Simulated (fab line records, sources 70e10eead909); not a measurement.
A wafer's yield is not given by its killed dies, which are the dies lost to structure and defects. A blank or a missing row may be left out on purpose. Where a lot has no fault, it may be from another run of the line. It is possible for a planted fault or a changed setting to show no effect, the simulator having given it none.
fab line records -- flow nandHarc
record lots=6, wafers=18, lastDay=34
route steps=1302 shown A_ONON_D1@447 A_CHANNEL_HOLE_D1@450 END@1302
lots that met no fault: from a run of the same line without faults
startH: hours from the record's opening day to when the first of the lot's shown wafers began -- waitH: hours since the lot's step before -- " identical to the entry in the row above -- L1.1+2: a single row standing in for several wafers -- - no value, or no start given -- * or withheld: withheld -- < > ~ a bound
route shown NAME@n: NAME is a module with steps in the file, n the number in the route of the first one -- usual: mean and standard deviation over wafers with no fault -- same: alike in all rows -- chamber/n: place in a boat -- sites: each site's reading -- _std_site: standard deviation of those values -- _edge_site: inner sites' mean taken away from outer sites' mean -- radiusMm: how far each site lies from the wafer's centre -- mask NAME#n: copy n -- behind: the last tool/chamber to shape the wafer -- hold: cause of the lot's hold/its duration in hours/its outcome -- device: the n, p or np transistor that did not switch -- end of line: the tests these same wafers got at the end of their route -- a step with no rows: only its recipe -- killed: not the wafer's yield, but the dies lost to structure and defects at the first sort -- map: dies across one wafer; x = killed, . = not, _ = none there
set.NAME: the run value of the setting; set.NAME@STEP: its run value at that earlier step -- model.NAME: the simulator's own value behind a step, which no gauge read
lots at some steps of the route; a table a step, a row a wafer
services: the hour from which a tool's chamber was out of use, counted from the record's first day as startH (under 0 if before that day), plus the number of hours and why
## steps
# step NHARC_A_ONON_D1_THK_MEAS_34
# recipe thkMeasGauge=ellipsometry
# usual thkNm=200/3
lot.wafer,tool,chamber,startH,waitH,thkNm
L974.1,filmMetro-02,-,248.05,-,203
L974.3,filmMetro-02,-,248.05,-,203
L974.6,filmMetro-02,-,248.05,-,204
L981.1,filmMetro-02,-,317.13,-,196
L981.5,filmMetro-02,-,317.13,-,203
L981.6,filmMetro-02,-,317.13,-,200
L982.1,filmMetro-02,-,320.70,-,199
L982.2,filmMetro-02,-,320.70,-,197
L982.5,filmMetro-02,-,320.70,-,200
L983.1,filmMetro-01,-,342.77,-,200
L983.2,filmMetro-01,-,342.77,-,200
L983.3,filmMetro-01,-,342.77,-,196
L989.1,filmMetro-02,-,394.56,-,196
L989.3,filmMetro-02,-,394.56,-,200
L989.6,filmMetro-02,-,394.56,-,201
L990.3,filmMetro-01,-,410.69,-,196
L990.4,filmMetro-01,-,410.69,-,202
L990.6,filmMetro-01,-,410.69,-,200
# step NHARC_A_ONON_D1_INSPECT_32
# usual rawDefectCount=76/27
lot.wafer,tool,chamber,startH,waitH,rawDefectCount
L974.1,defectInspect-01,-,248.12,0.0,68
L974.3,defectInspect-01,-,248.12,0.0,82
L974.6,defectInspect-01,-,248.12,0.0,76
L981.1,defectInspect-02,-,317.22,0.0,45
L981.5,defectInspect-02,-,317.22,0.0,86
L981.6,defectInspect-02,-,317.22,0.0,42
L982.1,defectInspect-02,-,320.76,0.0,116
L982.2,defectInspect-02,-,320.76,0.0,36
L982.5,defectInspect-02,-,320.76,0.0,74
L983.1,defectInspect-01,-,342.83,0.0,40
L983.2,defectInspect-01,-,342.83,0.0,73
L983.3,defectInspect-01,-,342.83,0.0,33
L989.1,defectInspect-02,-,394.65,0.0,91
L989.3,defectInspect-02,-,394.65,0.0,77
L989.6,defectInspect-02,-,394.65,0.0,94
L990.3,defectInspect-01,-,410.77,0.0,95
L990.4,defectInspect-01,-,410.77,0.0,71
L990.6,defectInspect-01,-,410.77,0.0,57
# step NHARC_A_CHANNEL_HOLE_D1_DEP_00
# recipe targetThkA=31000, tempC=400, material=aC
# usual throttleValvePct=35.000/0.0096
lot.wafer,tool,chamber,startH,waitH,throttleValvePct
L974.1,aclDep-03,0,251.83,3.7,34.988
L974.3,aclDep-03,0,251.83,3.7,35.017
L974.6,aclDep-03,0,251.83,3.7,35.003
L981.1,aclDep-01,0,317.29,0.1,34.994
L981.5,aclDep-01,0,318.57,1.3,35.009
L981.6,aclDep-01,0,318.57,1.3,35.005
L982.1,aclDep-03,0,321.86,1.1,35.004
L982.2,aclDep-03,0,321.86,1.1,34.995
L982.5,aclDep-03,0,321.86,1.1,35.005
L983.1,aclDep-01,0,342.99,0.2,35.008
L983.2,aclDep-01,0,342.99,0.2,34.996
L983.3,aclDep-01,0,342.99,0.2,35.012
L989.1,aclDep-03,0,394.71,0.1,34.999
L989.3,aclDep-03,0,394.71,0.1,34.992
L989.6,aclDep-03,0,394.71,0.1,35.014
L990.3,aclDep-03,0,412.62,1.8,35.007
L990.4,aclDep-03,0,412.62,1.8,35.008
L990.6,aclDep-03,0,412.62,1.8,35.006
# step NHARC_A_CHANNEL_HOLE_D1_DEP_01
# recipe targetThkA=1400, targetThkNm=140, tempC=400, pressureTorr=3.5, flowSccm=200, rfW=350, material=SiON
# usual heaterPowerW=728/95
lot.wafer,tool,chamber,startH,waitH,heaterPowerW
L974.1,pecvd-01,1,253.78,1.6,548
L974.3,pecvd-01,2,253.78,1.6,723
L974.6,pecvd-01,1,253.78,1.6,589
L981.1,pecvd-02,0,319.26,1.7,756
L981.5,pecvd-02,2,319.26,1.7,623
L981.6,pecvd-02,1,319.26,1.7,637
L982.1,pecvd-04,0,323.79,1.6,810
L982.2,pecvd-04,2,323.79,1.6,773
L982.5,pecvd-04,1,323.79,1.6,664
L983.1,pecvd-02,0,344.92,1.6,716
L983.3,pecvd-02,1,344.92,1.6,698
L983.2,pecvd-02,2,344.92,1.6,648
L989.1,pecvd-04,0,396.61,1.6,735
L989.3,pecvd-04,1,396.61,1.6,667
L989.6,pecvd-04,2,396.61,1.6,811
L990.3,pecvd-01,2,413.91,1.0,769
L990.4,pecvd-01,0,413.91,1.0,931
L990.6,pecvd-01,1,413.91,1.0,551
# step NHARC_A_CHANNEL_HOLE_D1_DEHYDRATE_02
# recipe tempC=150, timeS=120
# step NHARC_A_CHANNEL_HOLE_D1_HMDS_03
# recipe timeS=30
# step NHARC_A_CHANNEL_HOLE_D1_COAT_36
# recipe tempC=260, timeS=75
# step NHARC_A_CHANNEL_HOLE_D1_COAT_37
# recipe tempC=225, timeS=65
# step NHARC_A_CHANNEL_HOLE_D1_COAT_04
# recipe spinRpm=1500, resistThkNm=90
# step NHARC_A_CHANNEL_HOLE_D1_SOFTBAKE_05
# recipe tempC=105, timeS=55
# step NHARC_A_CHANNEL_HOLE_D1_EBR_06
# step NHARC_A_CHANNEL_HOLE_D1_EXPOSE_07
# recipe na=1.35, targetCdNm=100, sigmaOuter=0.3, doseMj=59.65, maskId=HOLE_D1
# same na=1.35, sigmaOuter=0.3
lot.wafer,tool,chamber,startH,waitH,mask
L974.1+3+6,arfiScanner-03,0,254.36,-,HOLE_D1#0
L981.1+5+6,arfiScanner-02,0,319.69,-,HOLE_D1#0
L982.1+2+5,arfiScanner-02,0,324.24,-,HOLE_D1#0
L983.1+2+3,arfiScanner-02,0,345.37,-,HOLE_D1#0
L989.1+3+6,arfiScanner-01,0,397.06,-,HOLE_D1#0
L990.3+4+6,arfiScanner-01,0,414.38,-,HOLE_D1#0
# step NHARC_A_CHANNEL_HOLE_D1_PEB_08
# recipe pebTempC=100, pebTimeS=65
# step NHARC_A_CHANNEL_HOLE_D1_DEVELOP_09
# recipe developTimeS=35, devTempC=23
# step NHARC_A_CHANNEL_HOLE_D1_CD_MEAS_10
# recipe targetCdNm=100, landingEnergyEv=500
# usual cdNm=100.2/0.48
lot.wafer,tool,chamber,startH,waitH,cdNm
L974.1,cdSem-03,0,254.50,-,100.2
L974.3,cdSem-03,0,254.50,-,100.8
L974.6,cdSem-03,0,254.50,-,100.4
L981.1,cdSem-02,0,319.83,-,100.6
L981.5,cdSem-02,0,319.83,-,100.4
L981.6,cdSem-02,0,319.83,-,100.2
L982.1,cdSem-02,0,324.38,-,100.1
L982.2,cdSem-02,0,324.38,-,101.7
L982.5,cdSem-02,0,324.38,-,100.1
L983.1,cdSem-03,0,345.51,-,101.0
L983.2,cdSem-03,0,345.51,-,102.4
L983.3,cdSem-03,0,345.51,-,100.9
L989.1,cdSem-02,0,397.20,-,99.8
L989.3,cdSem-02,0,397.20,-,100.2
L989.6,cdSem-02,0,397.20,-,99.7
L990.3,cdSem-02,0,414.51,-,100.1
L990.4,cdSem-02,0,414.51,-,100.3
L990.6,cdSem-02,0,414.51,-,99.8
# step NHARC_A_CHANNEL_HOLE_D1_OVL_MEAS_11
# usual overlayXNm=-0.2/0.91, overlayYNm=0.0/0.9
lot.wafer,tool,chamber,startH,waitH,overlayXNm,overlayYNm
L974.1,overlay-01,-,254.59,-,0.1,0.9
L974.3,overlay-01,-,254.59,-,-0.5,0.6
L974.6,overlay-01,-,254.59,-,-0.4,0.7
L981.1,overlay-02,-,319.91,-,-1.4,-2.0
L981.5,overlay-02,-,319.91,-,-0.7,-1.0
L981.6,overlay-02,-,319.91,-,-0.8,-1.2
L982.1,overlay-01,-,324.47,-,-1.6,-0.3
L982.2,overlay-01,-,324.47,-,-1.0,-0.2
L982.5,overlay-01,-,324.47,-,-1.0,-0.5
L983.1,overlay-02,-,345.60,-,-1.0,0.7
L983.2,overlay-02,-,345.60,-,-0.8,0.7
L983.3,overlay-02,-,345.60,-,-0.8,0.8
L989.1,overlay-01,-,397.29,-,0.1,1.2
L989.3,overlay-01,-,397.29,-,0.1,1.1
L989.6,overlay-01,-,397.29,-,0.2,1.0
L990.3,overlay-02,-,414.60,-,0.1,-0.9
L990.4,overlay-02,-,414.60,-,0.8,-0.3
L990.6,overlay-02,-,414.60,-,-0.4,-0.6
# step NHARC_A_CHANNEL_HOLE_D1_INSPECT_12
# usual rawDefectCount=6/3.2
lot.wafer,tool,chamber,startH,waitH,rawDefectCount
L974.1,defectInspect-01,-,254.63,0.0,7
L974.3,defectInspect-01,-,254.63,0.0,2
L974.6,defectInspect-01,-,254.63,0.0,7
L981.1,defectInspect-01,-,319.95,0.0,4
L981.5,defectInspect-01,-,319.95,0.0,8
L981.6,defectInspect-01,-,319.95,0.0,4
L982.1,defectInspect-02,-,324.50,0.0,4
L982.2,defectInspect-02,-,324.50,0.0,5
L982.5,defectInspect-02,-,324.50,0.0,5
L983.1,defectInspect-02,-,345.64,0.0,1
L983.2,defectInspect-02,-,345.64,0.0,7
L983.3,defectInspect-02,-,345.64,0.0,3
L989.1,defectInspect-01,-,397.32,0.0,6
L989.3,defectInspect-01,-,397.32,0.0,3
L989.6,defectInspect-01,-,397.32,0.0,6
L990.3,defectInspect-02,-,414.63,0.0,17
L990.4,defectInspect-02,-,414.63,0.0,4
L990.6,defectInspect-02,-,414.63,0.0,5
# step NHARC_A_CHANNEL_HOLE_D1_DESCUM_15
# recipe timeS=3, o2FlowSccm=200, arFlowSccm=0, biasPowerW=0, chemistry=O2
# usual drypumpMotorCurrentA=5.8/0.31, o2FlowSccm=200.0/0.61, oesProductAu=0.998/0.0089, rfVppV=57.8/0.89, showerheadPlenumPTorr=1.91/0.064, throttleValvePct=11.311/0.0098
lot.wafer,tool,chamber,startH,waitH,drypumpMotorCurrentA,o2FlowSccm,oesProductAu,rfHoursCounterH,rfVppV,showerheadPlenumPTorr,throttleValvePct,model.A_CHANNEL_HOLE_D1.cdNm
L974.3,rieDiel-13,0,254.69,0.1,6.0,199.6,1.001,4,56.4,1.97,11.293,100.7
L974.1,rieDiel-13,1,254.69,0.1,5.6,199.7,1.013,9,57.4,1.84,11.303,100.7
L974.6,rieDiel-13,0,254.69,0.1,6.0,200.4,0.995,-,57.4,1.97,11.307,100.5
L981.1,rieDiel-13,2,320.01,0.1,5.8,200.3,1.011,14,56.8,1.98,11.316,101
L981.5,rieDiel-13,2,320.01,0.1,5.8,200.8,1.010,-,56.7,1.98,11.296,101
L981.6,rieDiel-13,3,320.01,0.1,5.6,199.3,1.000,-,57.9,1.89,11.310,100.6
L982.1,rieDiel-13,0,324.56,0.1,5.9,200.4,0.989,11,58.4,1.97,11.311,99.81
L982.2,rieDiel-13,3,324.56,0.1,5.7,200.6,0.990,14,58.4,1.89,11.314,101.4
L982.5,rieDiel-13,2,324.56,0.1,5.8,199.8,1.000,-,59.3,1.98,11.311,100.4
L983.1,rieDiel-05,1,345.70,0.1,6.2,200.1,0.998,28,58.5,2.00,11.303,100.3
L983.3,rieDiel-05,3,345.70,0.1,5.2,199.1,0.987,22,57.2,1.93,11.313,101.2
L983.2,rieDiel-05,0,345.70,0.1,6.7,200.6,1.006,24,58.2,1.78,11.324,102.4
L989.1,rieDiel-05,1,397.38,0.1,6.2,201.2,0.992,49,58.9,1.99,11.321,99.16
L989.3,rieDiel-05,3,397.38,0.1,5.2,199.1,0.986,40,56.8,1.93,11.307,100.6
L989.6,rieDiel-05,1,397.38,0.1,6.2,200.6,0.989,-,56.9,1.99,11.323,98.98
L990.3,rieDiel-13,3,414.70,0.1,5.7,200.2,0.982,4,57.4,1.89,11.302,100.1
L990.4,rieDiel-13,0,414.70,0.1,5.9,200.2,0.993,5,57.5,1.96,11.328,100.6
L990.6,rieDiel-13,3,414.70,0.1,5.7,199.9,0.976,-,58.8,1.89,11.324,100.1
# step NHARC_A_CHANNEL_HOLE_D1_ETCH_38
# recipe targetDepthA=390, overEtchFrac=0.3, timeS=65, ionEnergyEv=80, cf4FlowSccm=150, arFlowSccm=0, rfW=300, biasW=100, chemistry=CF4
# usual drypumpMotorCurrentA=5.8/0.32, oesProductAu=0.998/0.0082, rfVppV=151.3/1, showerheadPlenumPTorr=1.77/0.054, throttleValvePct=13.284/0.0089
lot.wafer,tool,chamber,startH,waitH,drypumpMotorCurrentA,oesProductAu,rfHoursCounterH,rfVppV,showerheadPlenumPTorr,throttleValvePct,model.A_CHANNEL_HOLE_D1.cdNm
L974.1,rieDiel-13,0,254.78,0.1,6.0,0.995,4,151.6,1.82,13.282,100.6
L974.3,rieDiel-13,2,254.78,0.1,5.8,1.006,9,151.5,1.82,13.272,100.7
L974.6,rieDiel-13,1,254.78,0.1,5.6,0.998,-,152.0,1.71,13.283,100.4
L981.1,rieDiel-13,0,320.13,0.1,6.0,0.997,10,152.4,1.81,13.273,100.7
L981.5,rieDiel-13,2,320.13,0.1,5.8,0.992,-,152.6,1.82,13.284,100.7
L981.6,rieDiel-13,3,320.13,0.1,5.6,0.992,-,152.3,1.75,13.280,100.4
L982.2,rieDiel-13,0,324.68,0.1,6.0,0.999,11,151.7,1.81,13.296,101
L982.1,rieDiel-13,2,324.68,0.1,5.8,1.005,15,149.3,1.82,13.271,99.48
L982.5,rieDiel-13,2,324.68,0.1,5.8,1.007,-,152.6,1.82,13.287,100.1
L983.1,rieDiel-05,1,345.78,0.1,6.2,0.999,28,152.8,1.84,13.286,100.6
L983.3,rieDiel-05,2,345.78,0.1,5.8,1.003,26,151.1,1.73,13.285,100.8
L983.2,rieDiel-05,3,345.78,0.1,5.2,0.993,22,151.8,1.79,13.288,102.6
L989.1,rieDiel-05,2,397.52,0.1,5.8,1.006,44,151.7,1.72,13.279,99.24
L989.3,rieDiel-05,0,397.52,0.1,6.7,0.999,45,149.2,1.65,13.287,101.1
L989.6,rieDiel-05,3,397.52,0.1,5.2,0.993,-,151.6,1.78,13.272,99.35
L990.3,rieDiel-13,3,414.78,0.1,5.7,0.987,4,150.4,1.75,13.273,100.2
L990.4,rieDiel-13,2,414.78,0.1,5.8,1.003,4,152.9,1.82,13.296,101
L990.6,rieDiel-13,0,414.78,0.1,6.0,0.999,-,150.7,1.81,13.281,100.1
# step NHARC_A_CHANNEL_HOLE_D1_ETCH_39
# recipe targetDepthA=2600, overEtchFrac=0.3, timeS=325, ionEnergyEv=200, n2FlowSccm=150, h2FlowSccm=150, arFlowSccm=0, rfW=400, biasW=150, chemistry=N2/H2
# usual drypumpMotorCurrentA=5.8/0.3, oesProductAu=0.997/0.0084, rfVppV=430.7/2, showerheadPlenumPTorr=2.04/0.066, throttleValvePct=14.171/0.0092
lot.wafer,tool,chamber,startH,waitH,drypumpMotorCurrentA,oesProductAu,rfHoursCounterH,rfVppV,showerheadPlenumPTorr,throttleValvePct
L974.1,rieDiel-13,2,-,-,5.8,1.009,9,432.3,2.11,14.185
L974.3,rieDiel-13,3,-,-,5.7,0.992,8,429.5,2.02,14.179
L974.6,rieDiel-13,2,-,-,5.8,1.013,-,433.6,2.11,14.168
L981.1,rieDiel-13,0,-,-,6.0,0.985,10,432.4,2.10,14.167
L981.6,rieDiel-13,0,-,-,6.0,0.979,-,433.1,2.10,14.170
L981.5,rieDiel-13,2,-,-,5.8,0.997,-,432.6,2.11,14.160
L982.2,rieDiel-13,2,-,-,5.8,1.007,15,431.0,2.11,14.181
L982.1,rieDiel-13,3,-,-,5.7,0.995,14,430.9,2.01,14.160
L982.5,rieDiel-13,0,-,-,6.0,0.995,-,432.7,2.10,14.163
L983.1,rieDiel-05,2,-,-,5.8,1.002,26,428.9,1.99,14.174
L983.2,rieDiel-05,3,-,-,5.2,0.993,22,431.4,2.06,14.172
L983.3,rieDiel-05,0,-,-,6.7,1.004,24,427.7,1.90,14.183
L989.3,rieDiel-05,3,-,-,5.2,0.987,40,431.3,2.06,14.182
L989.1,rieDiel-05,0,-,-,6.7,1.007,45,427.6,1.89,14.170
L989.6,rieDiel-05,3,-,-,5.2,1.000,-,430.9,2.06,14.163
L990.4,rieDiel-13,0,-,-,6.1,1.001,5,432.0,2.09,14.167
L990.3,rieDiel-13,1,-,-,5.6,0.988,4,428.1,1.96,14.174
L990.6,rieDiel-13,0,-,-,6.0,0.994,-,433.0,2.09,14.167
# step NHARC_END_SORT_01
# recipe tempC=25
# usual killedAtArray=51/17, killedAtOther=1.0/1.2, killedAtPeriphery=3.4/2.5, killedDies=56/17, killedOpen=3.3/2.1, killedShort=2.6/1.6
# same grossDies=677
lot.wafer,tool,chamber,startH,waitH,killedAtArray,killedAtOther,killedAtPeriphery,killedDies,killedOpen,killedShort
L981.6,prober-02,0,713.94,4.0,61,0,3,64,1,2
# killed by level:class
L981.6 A_CHANNEL_HOLE_D1:chamberFilmFlake=28 A_CHANNEL_HOLE_D2:chamberFilmFlake=20 A_CONTACT:chamberFilmFlake=6 P_GATE:chamberFilmFlake=3 A_WL_FILL:geometricParticle:short=2 A_CHANNEL_FILL_D2:geometricParticle:open=1 A_ZERO_WELL:chamberFilmFlake=1 A_STAIRCASE:chamberFilmFlake=1
## services
tool,chamber,startH,hours,kind
rieDiel-05,-,229.85,9.0,pm
rieDiel-05,-,243.11,18.7,repair
rieDiel-13,0,247.50,-,clean
rieDiel-13,1,247.50,-,clean
rieDiel-13,2,247.50,-,clean
rieDiel-13,3,247.50,-,clean
arfiScanner-01,-,258.08,4.0,pm
arfiScanner-02,-,264.85,1.0,repair
pecvd-04,-,269.16,13.0,pm
rieDiel-13,1,280.76,4.2,repair
aclDep-03,-,299.06,13.0,pm
pecvd-02,1,306.16,5.6,repair
pecvd-01,-,311.57,13.0,pm
arfiScanner-02,-,312.00,4.0,pm
rieDiel-13,-,314.57,3.4,repair
rieDiel-13,1,318.52,8.0,repair
pecvd-01,-,333.27,1.5,repair
rieDiel-13,-,342.00,9.0,pm
arfiScanner-03,-,368.00,4.0,pm
aclDep-01,-,368.66,13.0,pm
pecvd-02,-,370.71,1.0,repair
pecvd-01,-,371.95,1.1,repair
rieDiel-05,-,406.98,9.0,pm
pecvd-02,-,408.13,13.0,pm
## key
firstSign step=NHARC_A_CHANNEL_HOLE_D1_CD_MEAS_10, reading=cdNm, direction=up, sigmas=3.8, usual=100.2, struck=102.0
effect none on later readings
modelEffect step=NHARC_A_CHANNEL_HOLE_D1_DESCUM_15, value=A_CHANNEL_HOLE_D1.cdNm, without=100.5, struck=101.9
modelEffect step=NHARC_A_CHANNEL_HOLE_D1_ETCH_38, value=A_CHANNEL_HOLE_D1.cdNm, without=100.4, struck=101.8
metAt NHARC_A_CHANNEL_HOLE_D1_EXPOSE_07
struckWafers L982.2,L983.2
testerLeftOut L982,L983
onsetBetween 319.69 324.24
fault kind=processParameterDrift, tool=arfiScanner-02, chamber=-, onsetH=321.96, steps=NHARC_A_CHANNEL_HOLE_D1_EXPOSE_07, channel=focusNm, offset=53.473, shape=step, endH=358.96, scope=struckWafersOnly
# testerLeftOut: of these lots the tester's yield and bins aren't shown, on N5 and GAA mostly nor the transistor test; their killed dies are dies lost to structure and defects alone, not to doping, threshold or leakage, so they don't give the yield
